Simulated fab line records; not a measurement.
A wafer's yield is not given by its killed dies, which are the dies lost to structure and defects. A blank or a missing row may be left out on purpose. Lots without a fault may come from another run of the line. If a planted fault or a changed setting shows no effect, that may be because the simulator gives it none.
A struck lot beside a sound one || flow n5-finfet || 36 steps out of a route of 1938
Sound: wafers L505.4, L505.5, L505.6. Struck: wafers L492.2, L492.4 (left out: L492.1, a lot-mate that was not struck); the cause follows at the end.
Per side, at each step with rows, come the tool, then ch with its chambers, and then its first start. Under that, the readings that differ: sound wafers || struck wafers || difference of the means || sigmas: that difference in standard deviations of wafers without a fault.
alike: same words and numbers on both sides, and readings whose means sit less than 2 such deviations apart. not compared: any withheld reading, any reading some wafer has no value for, any bound like >300 that may hide the same value, and any number with overlapping values for which the record gives no deviation.
Wherever a step has rows on one side only, a row that says differs or no value, or a row with sigmas, the two part there. When numbers do not overlap yet have no deviation, they are printed without sigmas and do not part them. A reading missing from all wafers of one side parts the sides only when that side holds two or more wafers.

first, 9 steps without rows for these wafers: N5_BEOL_M4_ANNEAL_95 (time 240 s); N5_BEOL_M4_SPUTTER_96 (material Cu, target thk 4.5 nm, time 8.29 s); N5_BEOL_M4_ECD_50 (material Cu, target thk 300 nm); N5_BEOL_M4_ANNEAL_51 (time 90 s); N5_BEOL_M4_CMP_52 (polishes, stops on SiOC, t overpolish 6.8 s, target thk 40 nm); N5_BEOL_M4_PRE_CLEAN_60 (time 15 s); N5_BEOL_M4_CO_CAP_55 (material Co, precursor CCTBA/H2, target thk 2 nm, time 102.1 s); N5_BEOL_M4_PRE_CLEAN_56 (time 15 s); N5_BEOL_M4_DEP_57 (deposits SiCN from 3MS/NH3, target thk 8 nm, time 14 s).
N5_BEOL_M4_RC_MEAS_101:
  sound on prober-02 ch 0, day 12 13:22; struck on prober-02 ch 0, day 9 11:03
  alike: DIBL_N, DIBL_P, IOFF_N, IOFF_P, ION_N, ION_P, SS_N, SS_P, VT_N, VT_P
then, 24 steps without rows for these wafers: N5_BEOL_M5_ILD_DEP_00 (deposits SiCOH lowk from DEMS/porogen, target thk 140.64 nm, time 25.9 s); N5_BEOL_M5_CURE_79 (cures SiCOH lowk, time 240 s); N5_BEOL_M5_PECVD_70 (deposits SiO2 from TEOS/O2, target thk 16 nm, time 18 s); N5_BEOL_M5_HM_DEP_02 (deposits TiN, target thk 20 nm); N5_BEOL_M5_COAT_59 (time 60 s, resist thk 60 nm); N5_BEOL_M5_COAT_60 (time 60 s, resist thk 12 nm); N5_BEOL_M5_COAT_71 (time 60 s, resist thk 5 nm); N5_BEOL_M5_COAT_05 (resist thk 30 nm); N5_BEOL_M5_EBR_07; N5_BEOL_M5_SOFTBAKE_06 (time 60 s); N5_BEOL_M5_EXPOSE_08 (exposes mask M5, target cd 28 nm); N5_BEOL_M5_PEB_09 (peb time 60 s); N5_BEOL_M5_DEVELOP_10 (develop time 30 s); N5_BEOL_M5_DESCUM_16 (chemistry O2, time 7 s); N5_BEOL_M5_ETCH_72 (etches underlayer in N2/H2, target depth 6.5 nm, time 5.2 s); N5_BEOL_M5_ETCH_61 (etches SiARC in CF4, target depth 15.6 nm, time 26 s); N5_BEOL_M5_ETCH_62 (etches SOC in N2/H2, target depth 75 nm, overetch 15 nm, time 112.5 s); N5_BEOL_M5_STRIP_63 (strips in N2/H2); N5_BEOL_M5_STRIP_73 (strips in N2/H2); N5_BEOL_M5_STRIP_64 (strips in CF4); N5_BEOL_M5_HM_OPEN_17 (chemistry Cl2/BCl3, target TiN, target depth 20 nm, overetch 6 nm); N5_BEOL_M5_STRIP_19 (strips in O2); N5_BEOL_M5_COAT_65 (time 60 s, resist thk 60 nm); N5_BEOL_M5_COAT_66 (time 60 s, resist thk 12 nm).
-- here the record skips 4 days between the struck wafers' starts before and after, leaving off in module BEOL_M5 and picking up in module MIM_BOT_ETCH (first step shown: number 1868 of the route) --
N5_MIM_BOT_ETCH_ETCH_00: etches TiN in Cl2/BCl3, target depth 45.5 nm.
  sound on rie-metal-03 ch 1, day 16 06:21; struck on rie-metal-02 ch 1, day 13 11:16
{"reading": "oes-product-au (a.u.)", "sound": "0.80 0.80 0.79", "struck": "0.62 0.62", "difference": -0.18, "sigmas": -2}
{"reading": "model.etch.depth-nm (nm)", "sound": "45.86 45.99 45.96", "struck": "34.86 34.62", "difference": -11.20, "sigmas": ""}
{"reading": "model.MIM_BOT_ETCH.cd-offset-nm (nm)", "sound": "0 0 0.2", "struck": "0.4 0.6", "difference": "+0.4", "sigmas": ""}
  alike: drypump-motor-current-A, throttle-valve-pct
  not compared: rf-hours-counter-h
N5_PASSIVATION_PROBE_49:
  struck on prober-01, day 13 21:19; sound on prober-02, day 16 15:49
{"reading": "defect-limited-yield (%)", "sound": "91.8 87.4 90.1", "struck": "38.5 29.3", "difference": -55.9, "sigmas": -40}
{"reading": "killed-at-other", "sound": "7 13 7", "struck": "642 758", "difference": "+691", "sigmas": "+99 or more"}
{"reading": "killed-dies", "sound": "97 149 117", "struck": "726 834", "difference": "+659", "sigmas": "+41"}
{"reading": "killed-on-rim", "sound": "14 15 15", "struck": "49 64", "difference": "+42", "sigmas": "+11"}
{"reading": "killed-open", "sound": "54 109 76", "struck": "57 51", "difference": -26, "sigmas": -2}
{"reading": "sort_bin_5_function (%)", "sound": "4.8 6.9 6.0", "struck": "58.2 67.9", "difference": "+57.2", "sigmas": "+65"}
{"reading": "sort-n-pass", "sound": "1083 1031 1063", "struck": "454 346", "difference": -659, "sigmas": -41}
{"reading": "sort-yield-pct (%)", "sound": "91.8 87.4 90.1", "struck": "38.5 29.3", "difference": -55.9, "sigmas": -40}
  alike: killed_at_M0_to_M3, killed_at_M4_up, killed-at-contacts, killed-at-front-end, killed-short, sort_bin_6_memory

## WHERE THEY PART
Last at N5_PASSIVATION_PROBE_49 as far as this record goes, first at N5_MIM_BOT_ETCH_ETCH_00.

WHY: the cause the simulator had injected
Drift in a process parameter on rie-metal-02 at N5_MIM_BOT_ETCH_ETCH_00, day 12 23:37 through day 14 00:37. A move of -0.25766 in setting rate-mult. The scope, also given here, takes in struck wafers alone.
